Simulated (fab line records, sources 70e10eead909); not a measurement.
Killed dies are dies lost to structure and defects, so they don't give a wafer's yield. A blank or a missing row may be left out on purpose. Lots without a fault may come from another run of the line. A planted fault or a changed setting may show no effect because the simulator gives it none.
fab line records | flow nand_harc
record lots=6 wafers=18 last_day=24
route steps=1159 shown P_CONTACT@249 P_M0@253 END@1159
lots that met no fault: from a run of the same line without faults
start_h: hours from the record's first day to the start of the lot's first wafer shown | wait_h: hours since the lot's step before | " the same as in the row above | L1.1+2: a row that stands for several wafers | - no value, or no start given | * or withheld: withheld | < > ~ a bound
route shown NAME@n: a module of which the file shows steps, and the number in the route of the first | usual: mean/standard deviation of fault-free wafers | same: alike in all rows | chamber/n: place in a boat | sites: the reading at each site | _std_site: their standard deviation | _edge_site: outer sites' mean less inner sites' | radius_mm: how far each site lies from the wafer's centre | mask NAME#n: copy n | behind: the tool/chamber that last shaped the wafer | hold: why the lot was held/for how many hours/how that ended | device: the transistor (n, p or np) that didn't switch | end of line: the same wafers' tests at the end of the route | a step without rows: its recipe alone | killed: dies lost to structure and defects at the first sort, not the wafer's yield | map: a wafer's dies, x killed, . not, _ none there
set.NAME: the setting as run; set.NAME@STEP: as run at that earlier step | model.NAME: the simulator's own value behind a step, which no gauge read
lots at some steps of the route; a table a step, a row a wafer
services: from which hour (start_h, from the record's first day; less than 0 if before it) a tool's chamber was out of use, for how many hours, and why
## steps
# step NHARC_P_CONTACT_CMP_24
# recipe t_overpolish_s=30 target_thk_nm=200
# usual edge_zone_pressure_frac=1.000/0.0051 motor_current_A=11.7/0.8 overpolish_run_s=30.000/0.0093 time_to_endpoint_s=38.5/2.9
# columns lot.wafer tool chamber start_h wait_h edge_zone_pressure_frac motor_current_A overpolish_run_s time_to_endpoint_s
L904.1 cmp-01 3 132.45 0.6 0.998 10.3 29.993 40.2
L904.3 " 1 " " 1.001 12.5 29.989 43.2
L904.5 " 3 " " 1.000 11.3 29.994 41.3
L906.4 cmp-03 3 149.36 0.3 1.002 11.9 29.993 38.7
L906.2 " 0 " " 1.007 10.4 29.991 41.3
L906.5 " 3 " " 0.987 11.4 30.002 36.6
L909.2 cmp-02 0 167.15 0.6 0.993 13.2 30.003 41.7
L909.6 " 2 " " 0.994 12.2 30.004 42.6
L909.5 " 3 " " 0.998 13.2 29.993 37.7
L913.3 cmp-01 0 193.50 0.3 0.998 11.8 30.001 41.5
L913.6 " 3 " " 0.990 11.4 30.006 41.7
L913.5 " 0 " " 1.008 11.4 30.014 41.3
L914.1 cmp-02 3 194.02 0.6 1.000 12.8 30.003 36.7
L914.6 " 3 " " 1.000 12.1 30.003 36.3
L914.5 " 0 " " 1.015 12.2 29.988 43.0
L923.4 cmp-03 1 242.90 0.3 1.006 11.3 29.996 37.5
L923.2 " 2 " " 1.003 11.9 30.010 42.2
L923.3 " 3 " " 0.992 12.2 30.013 36.2
# step NHARC_P_CONTACT_SRD_26
# step NHARC_P_CONTACT_INSPECT_27
# usual raw_defect_count=301/120
# columns lot.wafer tool chamber start_h wait_h raw_defect_count
L904.1 defect_inspect-02 - 132.85 0.1 263
L904.3 " - " " 293
L904.5 " - " " 435
L906.2 defect_inspect-01 - 149.74 0.1 452
L906.4 " - " " 311
L906.5 " - " " 193
L909.2 defect_inspect-02 - 167.51 0.1 637
L909.5 " - " " 696
L909.6 " - " " 636
L913.3 defect_inspect-02 - 193.88 0.1 671
L913.5 " - " " 368
L913.6 " - " " 504
L914.1 defect_inspect-02 - 194.42 0.1 298
L914.5 " - " " 197
L914.6 " - " " 362
L923.2 defect_inspect-02 - 243.32 0.1 378
L923.3 " - " " 253
L923.4 " - " " 491
# step NHARC_P_M0_DEP_00
# recipe target_thk_a=1500 target_thk_nm=150 temp_c=withheld pressure_torr=5 flow_sccm=200 rf_w=600 material=SiOC
# step NHARC_P_M0_DEHYDRATE_01
# recipe temp_c=150 time_s=120
# step NHARC_P_M0_HMDS_02
# recipe time_s=30
# step NHARC_P_M0_COAT_33
# recipe temp_c=200 time_s=65
# step NHARC_P_M0_COAT_03
# recipe spin_rpm=1500 resist_thk_nm=90
# step NHARC_P_M0_SOFTBAKE_04
# recipe temp_c=105 time_s=55
# step NHARC_P_M0_EBR_05
# step NHARC_P_M0_EXPOSE_06
# recipe na=1.35 target_cd_nm=90 dose_mj=81.28 mask_id=P_M0
# step NHARC_P_M0_PEB_07
# recipe peb_temp_c=100 peb_time_s=65
# usual heater_power_total_W=156.7/0.45
# columns lot.wafer tool chamber start_h wait_h heater_power_total_W
L904.1 litho_track-01 0 133.67 0.1 156.4
L904.3 " 0 " " 156.4
L904.5 " 0 " " 157.0
L906.2 litho_track-01 0 150.56 0.1 183.0
L906.4 " 0 " " 157.1
L906.5 " 0 " " 182.9
L909.2 litho_track-01 0 168.34 0.1 182.1
L909.5 " 0 " " 182.4
L909.6 " 0 " " 156.8
L913.3 litho_track-04 0 194.70 0.0 157.2
L913.5 " 0 " " 156.2
L913.6 " 0 " " 157.2
L914.1 litho_track-06 0 195.24 0.1 156.0
L914.5 " 0 " " 156.0
L914.6 " 0 " " 157.2
L923.2 litho_track-01 0 244.10 0.1 156.1
L923.3 " 0 " " 156.6
L923.4 " 0 " " 156.0
# step NHARC_P_M0_DEVELOP_08
# recipe develop_time_s=35 dev_temp_c=23
# step NHARC_P_M0_CD_MEAS_09
# recipe target_cd_nm=90 landing_energy_ev=500
# usual cd_nm=90.1/0.55
# columns lot.wafer tool chamber start_h wait_h cd_nm
L904.1 cd_sem-03 0 133.75 - 90.4
L904.3 " 0 " " 90.4
L904.5 " 0 " " 90.4
L906.2 cd_sem-02 0 150.64 - 78.7
L906.4 " 0 " " 90.5
L906.5 " 0 " " 79.9
L909.2 cd_sem-02 0 168.42 - 80.3
L909.5 " 0 " " 81.1
L909.6 " 0 " " 91.0
L913.3 cd_sem-02 0 194.78 - 90.8
L913.5 " 0 " " 90.9
L913.6 " 0 " " 90.6
L914.1 cd_sem-02 0 195.32 - 90.2
L914.5 " 0 " " 90.1
L914.6 " 0 " " 90.0
L923.2 cd_sem-01 0 244.18 - 90.2
L923.3 " 0 " " 90.9
L923.4 " 0 " " 89.7
# step NHARC_P_M0_OVL_MEAS_10
# recipe pitch_nm=180
# usual overlay_x_nm=0.2/0.78 overlay_y_nm=-0.1/1
# columns lot.wafer tool chamber start_h wait_h overlay_x_nm overlay_y_nm
L904.1 overlay-01 - 133.84 - 1.6 -0.9
L904.3 " - " " 1.7 -1.7
L904.5 " - " " 1.2 -1.6
L906.2 overlay-02 - 150.72 - 0.9 -0.8
L906.4 " - " " 0.6 -0.8
L906.5 " - " " 0.6 -1.3
L909.2 overlay-01 - 168.50 - -1.1 0.6
L909.5 " - " " -0.4 0.2
L909.6 " - " " -1.0 0.2
L913.3 overlay-01 - 194.87 - 1.0 1.2
L913.5 " - " " 0.7 0.6
L913.6 " - " " 0.8 1.0
L914.1 overlay-02 - 195.41 - 0.0 1.3
L914.5 " - " " 0.2 1.4
L914.6 " - " " 0.3 1.3
L923.2 overlay-02 - 244.27 - 0.8 1.7
L923.3 " - " " 0.4 1.6
L923.4 " - " " 0.3 1.7
# step NHARC_P_M0_INSPECT_11
# usual raw_defect_count=3.8/2.2
# columns lot.wafer tool chamber start_h wait_h raw_defect_count
L904.1 defect_inspect-02 - 133.87 0.0 1
L904.3 " - " " 4
L904.5 " - " " 3
L906.2 defect_inspect-01 - 150.76 0.0 7
L906.4 " - " " 1
L906.5 " - " " 1
L909.2 defect_inspect-01 - 168.54 0.0 7
L909.5 " - " " 7
L909.6 " - " " 8
L913.3 defect_inspect-02 - 194.90 0.0 2
L913.5 " - " " 2
L913.6 " - " " 2
L914.1 defect_inspect-01 - 195.45 0.0 6
L914.5 " - " " 4
L914.6 " - " " 1
L923.2 defect_inspect-02 - 244.30 0.0 5
L923.3 " - " " 2
L923.4 " - " " 3
# step NHARC_P_M0_DESCUM_14
# recipe time_s=3 o2_flow_sccm=200 ar_flow_sccm=0 bias_power_w=0 chemistry=O2
# usual drypump_motor_current_A=5.62/0.28 mfc_ar_sccm=0.012/0.012 oes_product_au=0.996/0.017 rf_vpp_V=57.9/0.92 showerhead_plenum_p_Torr=1.93/0.094 throttle_valve_pct=11.311/0.0092
# columns lot.wafer tool chamber start_h wait_h drypump_motor_current_A mfc_ar_sccm oes_product_au rf_hours_counter_h rf_vpp_V showerhead_plenum_p_Torr throttle_valve_pct model.P_M0.cd_nm
L904.3 rie_diel-09 3 133.94 0.1 5.31 0.031 0.996 3 56.9 2.06 11.322 90.57
L904.1 " 2 " " 5.68 0.004 0.983 4 58.7 1.86 11.301 89.96
L904.5 " 3 " " 5.31 0.031 0.998 - 59.3 2.06 11.297 90.73
L906.4 rie_diel-09 3 150.82 0.1 5.31 0.031 1.001 4 58.5 2.06 11.314 89.83
L906.2 " 1 " " 5.63 0.030 1.013 6 57.2 1.84 11.305 79.72
L906.5 " 3 " " 5.30 0.031 0.996 - 58.5 2.06 11.306 79.67
L909.2 rie_diel-01 0 168.62 0.1 6.08 0 1.009 2 59.0 2.00 11.307 79.97
L909.5 " 2 " " 5.99 0 0.982 - 59.6 2.03 11.313 81
L909.6 " 3 " " 5.85 0 1.000 - 58.1 1.91 11.315 91.62
L913.3 rie_diel-01 1 194.96 0.1 5.38 0 0.988 3 58.0 1.96 11.298 91.35
L913.6 " 1 " " 5.40 0 1.002 - 59.2 1.96 11.326 90.49
L913.5 " 2 " " 6.06 0 0.974 - 58.9 2.03 11.319 90.95
L914.1 rie_diel-12 2 195.51 0.1 5.52 0.012 1.000 11 57.4 1.86 11.310 90.25
L914.6 " 2 " " 5.53 0.012 0.980 - 57.0 1.86 11.323 89.5
L914.5 " 3 " " 5.12 0 0.984 - 56.7 1.78 11.300 89.86
L923.4 rie_diel-09 3 244.38 0.1 5.32 0.031 0.997 10 58.1 2.06 11.319 89.74
L923.2 " 0 " " 5.84 0.013 1.032 11 57.8 2.06 11.311 90.53
L923.3 " 2 " " 5.74 0.004 1.002 11 57.6 1.86 11.312 90.17
# step NHARC_P_M0_ETCH_34
# recipe target_depth_a=400 overetch_a=120 time_s=43.94 ion_energy_ev=200 n2_flow_sccm=150 h2_flow_sccm=150 ar_flow_sccm=0 rf_w=400 bias_w=150 chemistry=N2/H2
# usual drypump_motor_current_A=5.64/0.28 mfc_ar_sccm=0.012/0.012 oes_product_au=1.000/0.016 rf_vpp_V=430.9/3 showerhead_plenum_p_Torr=2.06/0.1 throttle_valve_pct=14.170/0.0086
# columns lot.wafer tool chamber start_h wait_h drypump_motor_current_A mfc_ar_sccm oes_product_au rf_hours_counter_h rf_vpp_V showerhead_plenum_p_Torr throttle_valve_pct
L904.3 rie_diel-09 3 134.02 0.1 5.34 0.031 0.998 3 435.0 2.20 14.176
L904.1 " 0 " " 5.80 0.013 1.031 3 435.2 2.20 14.173
L904.5 " 0 " " 5.80 0.013 1.031 - 434.7 2.20 14.161
L906.2 rie_diel-09 2 150.91 0.1 5.71 0.004 0.986 5 429.7 1.98 14.183
L906.4 " 1 " " 5.63 0.030 1.015 6 426.5 1.96 14.168
L906.5 " 2 " " 5.70 0.004 0.986 - 429.2 1.98 14.161
L909.2 rie_diel-01 2 168.70 0.1 6.07 0 0.974 1 433.2 2.17 14.176
L909.5 " 3 " " 5.85 0 0.990 - 429.8 2.03 14.184
L909.6 " 0 " " 6.08 0 1.003 - 434.1 2.14 14.172
L913.3 rie_diel-01 3 195.06 0.1 5.84 0 1.001 4 429.7 2.03 14.172
L913.6 " 0 " " 6.09 0 1.000 - 432.6 2.14 14.172
L913.5 " 1 " " 5.40 0 0.991 - 432.5 2.09 14.173
L914.1 rie_diel-12 2 195.60 0.1 5.53 0.012 0.983 11 429.2 1.98 14.170
L914.5 " 2 " " 5.54 0.012 0.984 - 429.2 1.98 14.177
L914.6 " 3 " " 5.15 0 0.987 - 425.7 1.90 14.169
L923.2 rie_diel-09 3 244.47 0.1 5.34 0.031 1.003 10 434.1 2.20 14.177
L923.4 " 0 " " 5.82 0.013 1.024 11 435.5 2.20 14.177
L923.3 " 2 " " 5.75 0.004 0.989 11 427.3 1.98 14.169
# step NHARC_P_M0_ETCH_15
# recipe target_depth_a=1500 overetch_a=150 time_s=82.5 c4f8_flow_sccm=withheld ar_flow_sccm=400 rf_w=600 bias_w=300 chemistry=C4F8/Ar
# usual oes_product_au=0.957/0.022 rf_vpp_V=441.1/2.9
# columns lot.wafer tool chamber start_h wait_h oes_product_au rf_hours_counter_h rf_vpp_V model.P_M0.cd_nm
L904.3 rie_diel-09 1 - - 0.995 4 439.7 90.51
L904.1 " 2 " " 0.970 4 439.5 90.7
L904.5 " 3 " " 0.961 - 446.1 91.66
L906.4 rie_diel-09 2 - - 0.964 5 440.0 89.28
L906.2 " 0 " " 0.990 5 446.2 79.61
L906.5 " 2 " " 0.956 - 437.8 79.6
L909.2 rie_diel-01 3 - - 0.949 2 441.1 80.13
L909.5 " 0 " " 0.996 - 442.4 80.69
L909.6 " 1 " " 0.968 - 440.8 91.85
L913.3 rie_diel-01 2 - - 0.927 2 444.4 90.78
L913.6 " 2 " " 0.933 - 444.6 90.85
L913.5 " 3 " " 0.971 - 440.0 90.61
L914.1 rie_diel-12 1 - - 0.973 10 441.9 90.71
L914.5 " 0 " " 0.983 - 440.7 90.05
L914.6 " 1 " " 0.970 - 440.5 89.66
L923.4 rie_diel-09 1 - - 0.932 12 437.7 90.5
L923.2 " 3 " " 0.929 11 447.3 91.32
L923.3 " 0 " " 0.939 11 445.5 90.33
# step NHARC_P_M0_CD_MEAS_16
# usual cd_nm=90.1/0.79
# columns lot.wafer tool chamber start_h wait_h cd_nm
L904.1 cd_sem-01 - 134.24 - 90.8
L904.3 " - " " 90.3
L904.5 " - " " 91.3
L906.2 cd_sem-02 - 151.12 - 79.5
L906.4 " - " " 89.1
L906.5 " - " " 79.5
L909.2 cd_sem-02 - 168.90 - 80.2
L909.5 " - " " 80.6
L909.6 " - " " 91.8
L913.3 cd_sem-02 - 195.27 - 90.6
L913.5 " - " " 90.5
L913.6 " - " " 90.9
L914.1 cd_sem-02 - 195.82 - 90.5
L914.5 " - " " 90.4
L914.6 " - " " 89.7
L923.2 cd_sem-02 - 244.68 - 91.5
L923.3 " - " " 90.3
L923.4 " - " " 90.5
# step NHARC_END_SORT_01
# recipe temp_c=25
# usual defect_limited_yield=95.8/1.3 killed_at_array=24/8.7 killed_at_other=0.8/1.2 killed_at_periphery=3.6/2.3 killed_dies=28/8.9 killed_open=3.2/1.9 killed_short=2.0/1.6 sort_bin_2_pct=1.3/0.57 sort_bin_3_pct=0.22/0.19 sort_bin_4_pct=2.7/0.89 sort_n_pass=649/8.9 sort_rim_yield_pct=95/3.1 sort_yield_pct=95.8/1.3
# same gross_dies=677 sort_bin_5_pct[%]=0 sort_bin_6_pct[%]=0 sort_bin_7_pct[%]=0 sort_bin_8_pct[%]=0 sort_rim_n_gross=106.00
# columns lot.wafer tool chamber start_h wait_h defect_limited_yield[%] killed_at_array killed_at_other killed_at_periphery killed_dies killed_open killed_short sort_bin_2_pct[%] sort_bin_3_pct[%] sort_bin_4_pct[%] sort_n_pass sort_rim_yield_pct[%] sort_yield_pct[%]
L906.2 prober-01 0 488.71 2.8 90.8 34 3 25 62 3 3 5.0 0.44 3.7 615 80 90.8
L906.5 prober-01 0 491.09 3.7 92.3 33 3 16 52 4 2 3.1 0.30 4.3 625 89 92.3
L909.2 prober-02 0 497.57 2.8 92.6 31 0 19 50 4 1 3.7 0 3.7 627 83 92.6
L909.5 prober-02 0 500.00 3.7 93.2 26 0 20 46 5 0 3.2 0 3.5 631 90 93.2
L909.6 prober-02 0 500.81 4.1 94.7 27 0 9 36 4 4 2.4 0.15 2.8 641 90 94.7
L913.3 prober-02 0 555.58 3.1 95.3 22 1 9 32 5 4 1.8 0.30 2.7 645 93 95.3
L923.2 prober-01 0 578.15 2.8 97.9 12 1 1 14 0 1 0.3 0 1.8 663 97 97.9
L923.3 prober-01 0 578.96 3.1 97.6 15 1 0 16 2 2 0.6 0.15 1.6 661 100 97.6
L923.4 prober-01 0 579.76 3.4 97.9 12 0 2 14 3 0 0.4 0.15 1.5 663 97 97.9
# killed by level:class
L906.2 P_M0:area_peb=20 A_SLIT:chamber_film_flake=13 A_STAIRCASE:chamber_film_flake=8 A_CHANNEL_HOLE_D1:chamber_film_flake=5 A_SGD_CUT:chamber_film_flake=4 THIN_TSV:chamber_film_flake=3 A_WL_FILL:geometric_particle:open=2 P_GATE:geometric_particle:short=1
L906.5 A_SLIT:chamber_film_flake=13 P_M0:area_peb=12 A_STAIRCASE:chamber_film_flake=9 A_SGD_CUT:chamber_film_flake=6 THIN_TSV:chamber_film_flake=3 P_M0:geometric_particle:open=2 P_CONTACT:geometric_particle:open=1 A_ONON_D1:geometric_particle:short=1
L909.2 P_M0:area_peb=13 A_SLIT:chamber_film_flake=11 A_CHANNEL_HOLE_D1:chamber_film_flake=6 A_CONTACT:chamber_film_flake=5 A_WL_FILL:chamber_film_flake=4 P_ZERO_WELL:chamber_film_flake=3 A_SGD_CUT:geometric_particle:open=2 P_M2:chamber_film_flake=2
L909.5 A_SLIT:chamber_film_flake=11 P_M0:area_peb=10 P_ZERO_WELL:chamber_film_flake=4 P_M2:chamber_film_flake=4 A_CHANNEL_HOLE_D1:chamber_film_flake=4 A_WL_FILL:chamber_film_flake=4 A_STAIRCASE:chamber_film_flake=3 P_CONTACT:geometric_particle:open=1
L909.6 A_SLIT:chamber_film_flake=11 A_CONTACT:chamber_film_flake=4 A_CHANNEL_HOLE_D1:chamber_film_flake=3 A_WL_FILL:chamber_film_flake=3 P_CONTACT:geometric_particle:open=2 P_ZERO_WELL:chamber_film_flake=2 P_M2:chamber_film_flake=2 A_STAIRCASE:chamber_film_flake=2
L913.3 A_CHANNEL_HOLE_D1:chamber_film_flake=12 P_M1:chamber_film_flake=5 P_CONTACT:geometric_particle:open=2 A_ONON_D1:geometric_particle:short=2 P_M1:geometric_particle:open=1 A_ONON_D1:geometric_particle:open=1 A_CHANNEL_FILL_D1:geometric_particle:short=1 A_WL_FILL:geometric_particle:short=1
L923.2 A_CHANNEL_HOLE_D1:chamber_film_flake=7 A_CONTACT:chamber_film_flake=2 A_WL_FILL:geometric_particle:short=1 P_ZERO_WELL:chamber_film_flake=1 A_STAIRCASE:chamber_film_flake=1 A_SLIT:chamber_film_flake=1 HYBRID_BOND:chamber_film_flake=1
L923.3 A_CHANNEL_HOLE_D1:chamber_film_flake=4 A_WL_FILL:geometric_particle:short=2 A_CONTACT:geometric_particle:open=2 A_STAIRCASE:chamber_film_flake=2 A_CONTACT:chamber_film_flake=2 A_ZERO_WELL:chamber_film_flake=1 A_CHANNEL_FILL_D1:chamber_film_flake=1 A_BONDPAD:chamber_film_flake=1
L923.4 A_CHANNEL_HOLE_D1:chamber_film_flake=3 A_CONTACT:chamber_film_flake=3 A_CONTACT:geometric_particle:open=2 P_ZERO_WELL:chamber_film_flake=2 A_WL_FILL:geometric_particle:open=1 A_ZERO_WELL:chamber_film_flake=1 A_CHANNEL_FILL_D1:chamber_film_flake=1 A_SLIT:chamber_film_flake=1
# map L906.2 (x killed, . not)
____________x____________
_________......x_________
_______.........x._______
______......x......______
_____..............x_____
____.....x......x....____
____.................____
___.............x.....___
___.x.........x.......___
__.x...................__
__....................x__
_............x.x........_
_......................._
_..............x.......x_
_x..............x......._
_...............x...x..._
.........................
.................xx.....x
......x.............x....
.x...............x.......
............x.......x....
_.x....................._
_...............x......._
_x............x......xx._
_.x..x.........x........_
_............x.......x.x_
__.....................__
__...........x.........__
___..................x___
___xxxx...x...........___
____xxx..............____
____x.x..........x...____
_____xx.x..........._____
______.............______
_______.xx.....x.x_______
_________....x.._________
____________.____________
# map L909.2 (x killed, . not)
____________.____________
_________......._________
_______..x.......x_______
______.............______
_____...x..........._____
____...............x.____
____..............x..____
___...x...............___
___...................___
__..................x..__
__....................x__
_......................._
_x.................x...x_
_.............x...x....._
_x.....................x_
_...........x..x....xx.._
................x........
..x.............xx.......
..............x..........
..x...............x.....x
..x...........x.......x..
_..x..................x._
_................x......_
_......................._
_......................._
_......................._
__.....................__
__x....................__
___.................x.___
___.xx................___
____...............x.____
____.x...x...........____
_____xxx.........x.._____
______xx.x.........______
_______x.x........_______
_________...x..._________
____________.____________
## services
# columns tool chamber start_h hours kind
cmp-03 - 113.98 2.4 repair
litho_track-06 - 117.00 7.0 pm
cmp-02 - 128.50 4.0 pm
rie_diel-01 - 137.82 9.0 pm
rie_diel-12 - 144.09 0.6 repair
rie_diel-01 2 148.38 8.2 repair
cmp-03 - 156.00 4.0 pm
cmp-02 - 156.54 1.3 repair
rie_diel-09 2 164.67 4.8 repair
cmp-02 - 183.24 0.3 repair
rie_diel-01 - 184.53 0.7 repair
cmp-03 - 185.58 1.0 repair
rie_diel-09 - 186.22 0.4 repair
cmp-01 - 186.28 4.0 pm
cmp-03 - 190.57 6.6 repair
cmp-01 - 192.63 0.6 repair
rie_diel-12 - 202.41 9.0 pm
cmp-02 - 213.32 2.1 repair
cmp-02 - 215.55 0.4 repair
cmp-02 - 220.39 1.6 repair
cmp-01 - 224.70 2.0 repair
cmp-02 - 226.50 4.0 pm
cmp-01 - 233.93 1.0 repair
cmp-03 - 243.69 2.8 repair
## key
first_sign step=NHARC_P_M0_PEB_07 reading=heater_power_total_W direction=up sigmas=58 usual=* struck=*
effect step=NHARC_P_M0_CD_MEAS_09 reading=cd_nm direction=down sigmas=18 usual=90.1 struck=80.0
effect step=NHARC_P_M0_CD_MEAS_16 reading=cd_nm direction=down sigmas=13 usual=90.1 struck=79.9
effect step=NHARC_END_SORT_01 reading=killed_at_periphery direction=up sigmas=7 usual=3.6 struck=20
model_effect step=NHARC_P_M0_DESCUM_14 value=P_M0.cd_nm without=90.61 struck=80.09
model_effect step=NHARC_P_M0_ETCH_15 value=P_M0.cd_nm without=90.53 struck=80.01
more_kills_born_at NHARC_P_M0_PEB_07@litho_track-01=55
met_at NHARC_P_M0_PEB_07
struck_wafers L906.2,L906.5,L909.2,L909.5
onset_between 133.67 150.56
fault kind=process_parameter_drift tool=litho_track-01 chamber=- onset_h=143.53 steps=NHARC_P_M0_PEB_07 channel=peb_time_s offset=* shape=step end_h=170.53 scope=struck_wafers_only acts_in=* stated=*
